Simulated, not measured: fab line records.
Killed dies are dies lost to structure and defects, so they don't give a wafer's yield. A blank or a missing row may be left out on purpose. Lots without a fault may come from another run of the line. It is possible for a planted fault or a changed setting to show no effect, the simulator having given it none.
Which tool is to blame? + flow nand-harc + 72 wafers sampled from 24 lots at 1 step of a route of 1302

== WHAT THE GAUGES SHOWED, per wafer ==
NHARC_P_M2_OVL_MEAS_10: pitch 340 nm.
| lot  | measured     | on         | overlay-x-nm (nm) | overlay-y-nm (nm) |
|------|--------------|------------|-------------------|-------------------|
| L074 | day 6 19:04  | overlay-02 | -0.4 -0.7 -0.5    | 1.2 0.8 0.9       |
| L075 | day 6 20:37  | overlay-02 | 0.3 0.7 1.2       | 0.4 0.3 0.3       |
| L076 | day 7 10:27  | overlay-01 | -0.5 0.1 -0.2     | 0.6 0.7 1.2       |
| L077 | day 7 15:53  | overlay-01 | 0.5 0.3 0.0       | -0.6 -1.1 -0.6    |
| L078 | day 8 02:45  | overlay-01 | 0.8 0.0 0.5       | 0.8 0.7 1.0       |
| L079 | day 8 16:04  | overlay-01 | -1.7 -1.3 -0.9    | -0.1 -0.5 0.3     |
| L080 | day 8 16:58  | overlay-02 | -0.4 -0.6 -0.6    | -0.3 -0.1 0.0     |
| L081 | day 9 05:18  | overlay-02 | -0.8 -0.3 -0.4    | 0.8 1.0 1.0       |
| L082 | day 9 18:30  | overlay-02 | -0.1 -0.3 -0.1    | -0.8 -1.4 -0.9    |
| L083 | day 10 06:37 | overlay-01 | 0.5 -0.2 -0.1     | -2.8 -3.1 -2.8    |
| L084 | day 10 13:17 | overlay-01 | -1.7 -1.1 -0.7    | 0.7 1.0 0.7       |
| L085 | day 10 23:24 | overlay-02 | 1.1 1.2 0.6       | 0.8 1.0 0.8       |
| L086 | day 11 07:38 | overlay-02 | -1.9 -1.7 -1.4    | -0.7 -1.0 -0.6    |
| L087 | day 11 17:49 | overlay-02 | 0.8 0.7 0.5       | -1.6 -0.9 -1.2    |
| L088 | day 12 10:03 | overlay-01 | 0.5 0.7 1.1       | 1.1 0.7 0.6       |
| L089 | day 12 14:02 | overlay-02 | 1.5 1.2 1.3       | 0.0 0.3 -0.3      |
| L090 | day 13 02:19 | overlay-02 | -1.2 -1.3 -0.8    | 0.9 0.7 1.1       |
| L091 | day 13 12:19 | overlay-01 | 0.0 0.2 -0.5      | -0.5 -0.6 -0.8    |
| L092 | day 13 23:36 | overlay-02 | -1.3 -0.9 -0.6    | -2.3 -1.5 -1.8    |
| L093 | day 14 03:50 | overlay-02 | 0.7 1.4 1.6       | -0.1 -0.4 -0.6    |
| L094 | day 14 22:26 | overlay-02 | 0.5 0.5 0.6       | -0.9 -1.1 -1.0    |
| L095 | day 14 23:31 | overlay-01 | -0.5 -0.3 -0.1    | -1.2 -0.4 -0.7    |
| L096 | day 15 20:00 | overlay-02 | -0.1 -0.4 -0.6    | -0.5 -0.8 -0.3    |
| L097 | day 16 03:46 | overlay-01 | -0.5 -0.1 -0.8    | 0.5 0.6 1.0       |

== WHICH TOOL RAN EACH LOT (tool, then ch and the chambers of the sampled wafers, then the start) ==
No process step before these readings appears in the record.

== WHAT THE TOOLS THEMSELVES READ (means of the sampled wafers that have a number; where no wafer has one, the mark that the record gives instead) ==
The record holds no such reading with a usual standard deviation.

== THE ANSWER, worked out from the rows above alone ==
Rule: the lots themselves supply what counts as usual. Put in order of their means at a reading, lots are off if they are a third of the lots or fewer, leave a main group of 4 or more, and stand apart from it by a gap of 3 or more times the standard deviation of the main group's means; of several such gaps the widest counts. A main group is skipped when, at the precision printed for the reading in the tables above, its means are all equal. Also off: a lot with no number at a reading for which 4 or more lots have one. Any other lot the step has rows for is counted as sound. After the gauges, taken in route order, come the tools' own readings; for these a lot's mean is taken, as printed above. The first step at which some lot is off is used, and at that step the reading that is off furthest; a lot without a number counts as furthest.
No lot is off at any reading shown: from this, nothing can be told.

== WHAT HAD BEEN PUT IN BY THE SIMULATOR ==
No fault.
